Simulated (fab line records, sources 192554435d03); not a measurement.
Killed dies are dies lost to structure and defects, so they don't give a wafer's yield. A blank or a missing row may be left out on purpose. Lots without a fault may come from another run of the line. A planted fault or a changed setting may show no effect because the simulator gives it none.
Which tool did it? | flow n5_finfet | 10 lots, 30 wafers sampled, at 4 steps of a route of 1938

WHAT THE GAUGES READ, wafer by wafer
N5_BEOL_M7_CD_MEAS_28: target cd 40 nm. Usual: cd_nm 39.95 nm, standard deviation 0.26.
lot  | measured     | on        | cd_nm (nm)        | flag
L539 | day 10 13:47 | cd_sem-01 | 39.56 39.43 40.27 |
L541 | day 11 03:11 | cd_sem-01 | 39.92 39.91 39.57 |
L547 | day 11 15:46 | cd_sem-01 | 40.17 40.79 40.07 |
L543 | day 11 18:46 | cd_sem-02 | 39.48 40.40 39.53 |
L545 | day 12 00:10 | cd_sem-03 | 40.09 39.74 40.06 |
L544 | day 12 05:21 | cd_sem-02 | 40.00 39.84 39.83 |
L546 | day 12 14:46 | cd_sem-01 | 39.82 40.01 39.73 |
L555 | day 14 12:24 | cd_sem-01 | 38.40 39.75 40.02 |
L558 | day 14 21:48 | cd_sem-02 | 40.02 39.82 39.99 |
L559 | day 15 01:48 | cd_sem-03 | 40.10 39.93 39.86 |

N5_BEOL_M7_OVL_MEAS_29. Usual: V6_OVL -0.2 nm, standard deviation 0.67.
lot  | measured     | on         | V6_OVL (nm)    | flag
L539 | day 10 13:50 | overlay-02 | -1.6 0.0 -0.4  |
L541 | day 11 03:13 | overlay-02 | -1.1 -1.0 -0.8 |
L547 | day 11 15:47 | overlay-01 | 0.8 1.2 0.2    |
L543 | day 11 18:47 | overlay-02 | -0.4 0.3 0.2   |
L545 | day 12 00:12 | overlay-02 | -1.1 0.4 -0.6  |
L544 | day 12 05:23 | overlay-01 | 0.7 -0.7 0.5   |
L546 | day 12 14:49 | overlay-02 | 0.6 0.5 -0.1   |
L555 | day 14 12:26 | overlay-02 | -1.4 -1.0 -0.1 |
L558 | day 14 21:50 | overlay-02 | -0.2 -0.7 0.2  |
L559 | day 15 01:50 | overlay-01 | 0.6 0.9 0.5    |

WHICH TOOL RAN EACH LOT (tool, then ch and the chambers of the sampled wafers, then the start)
lot  | N5_BEOL_M7_ETCH_62                 | N5_BEOL_M7_EXPOSE_25
L539 | rie_diel-05 ch 0,1, day 10 12:14   | euv_scanner-02 ch 0, day 10 13:40
L541 | rie_diel-04 ch 1,2, day 10 22:26   | euv_scanner-01 ch 0, day 11 03:03
L547 | rie_diel-05 ch 2,3, day 11 14:25   | euv_scanner-02 ch 0, day 11 15:38
L543 | rie_diel-05 ch 2,3, day 11 17:15   | euv_scanner-02 ch 0, day 11 18:38
L545 | rie_diel-04 ch 0,1,3, day 11 20:12 | euv_scanner-01 ch 0, day 12 00:02
L544 | rie_diel-04 ch 1,2, day 12 01:09   | euv_scanner-02 ch 0, day 12 05:13
L546 | rie_diel-05 ch 0,1, day 12 11:28   | euv_scanner-02 ch 0, day 12 14:39
L555 | rie_diel-05 ch 0,3, day 14 10:38   | euv_scanner-02 ch 0, day 14 12:16
L558 | rie_diel-04 ch 1,2,3, day 14 20:05 | euv_scanner-01 ch 0, day 14 21:40
L559 | rie_diel-04 ch 2,3, day 15 00:41   | euv_scanner-01 ch 0, day 15 01:41
- N5_BEOL_M7_ETCH_62: etches SOC in N2/H2, target depth 110 nm, overetch 22 nm, time 165 s.
- N5_BEOL_M7_EXPOSE_25: exposes mask V6, target cd 40 nm.

WHAT THE TOOLS THEMSELVES READ (means of the sampled wafers that have a number; where no wafer has one, the mark that the record gives instead)
N5_BEOL_M7_ETCH_62. Usual: drypump_motor_current_A 5.8 A, standard deviation 0.52; h2_flow_sccm 200.0 sccm, standard deviation 0.66; n2_flow_sccm 199.9 sccm, standard deviation 0.63; oes_product_au 0.64 a.u., standard deviation 0.073; rf_vpp_V 523.6 V, standard deviation 2.6; showerhead_plenum_p_Torr 2.54 Torr, standard deviation 0.081; throttle_valve_pct 17.94 %, standard deviation 0.23.
lot  | tool        | drypump_motor_current_A (A) | h2_flow_sccm (sccm) | n2_flow_sccm (sccm) | oes_product_au (a.u.) | rf_vpp_V (V) | showerhead_plenum_p_Torr (Torr) | throttle_valve_pct (%) | flag
L539 | rie_diel-05 | 5.8                         | 199.9               | 200.2               | 0.58                  | 522.0        | 2.51                            | 18.02                  |
L541 | rie_diel-04 | 5.9                         | 200.2               | 199.9               | 0.64                  | 523.5        | 2.56                            | 17.95                  |
L547 | rie_diel-05 | 5.5                         | 200.1               | 199.8               | 0.72                  | 522.3        | 2.50                            | 17.80                  |
L543 | rie_diel-05 | 5.5                         | 200.5               | 200.0               | 0.72                  | 522.8        | 2.50                            | 17.79                  |
L545 | rie_diel-04 | 6.1                         | 199.9               | 200.3               | 0.68                  | 524.6        | 2.55                            | 17.90                  |
L544 | rie_diel-04 | 6.2                         | 200.7               | 200.4               | 0.63                  | 521.4        | 2.49                            | 18.02                  |
L546 | rie_diel-05 | 5.8                         | 199.5               | 199.6               | 0.57                  | 522.8        | 2.51                            | 18.06                  |
L555 | rie_diel-05 | 5.5                         | 200.4               | 199.9               | 0.58                  | 522.7        | 2.50                            | 18.24                  |
L558 | rie_diel-04 | 5.9                         | 200.2               | 199.3               | 0.66                  | 525.7        | 2.58                            | 17.95                  |
L559 | rie_diel-04 | 5.6                         | 199.6               | 200.3               | 0.71                  | 527.8        | 2.67                            | 17.82                  |

THE ANSWER, worked out from the rows above alone
Rule: a lot is off if the mean of its wafers that have a number lies more than 3 standard deviations from the usual mean. A lot without any number at a reading at which 4 lots or more have one is off too. The other lots that the step has rows for count as sound. The gauges are gone through in route order, then the tools' own readings, and for those a lot's mean is taken as printed above. The first step at which some lot is off is used, and at that step the reading that is off furthest; a lot without a number counts as furthest.
No lot is off at any reading shown: from this, nothing can be told.

WHAT THE SIMULATOR HAD PUT IN
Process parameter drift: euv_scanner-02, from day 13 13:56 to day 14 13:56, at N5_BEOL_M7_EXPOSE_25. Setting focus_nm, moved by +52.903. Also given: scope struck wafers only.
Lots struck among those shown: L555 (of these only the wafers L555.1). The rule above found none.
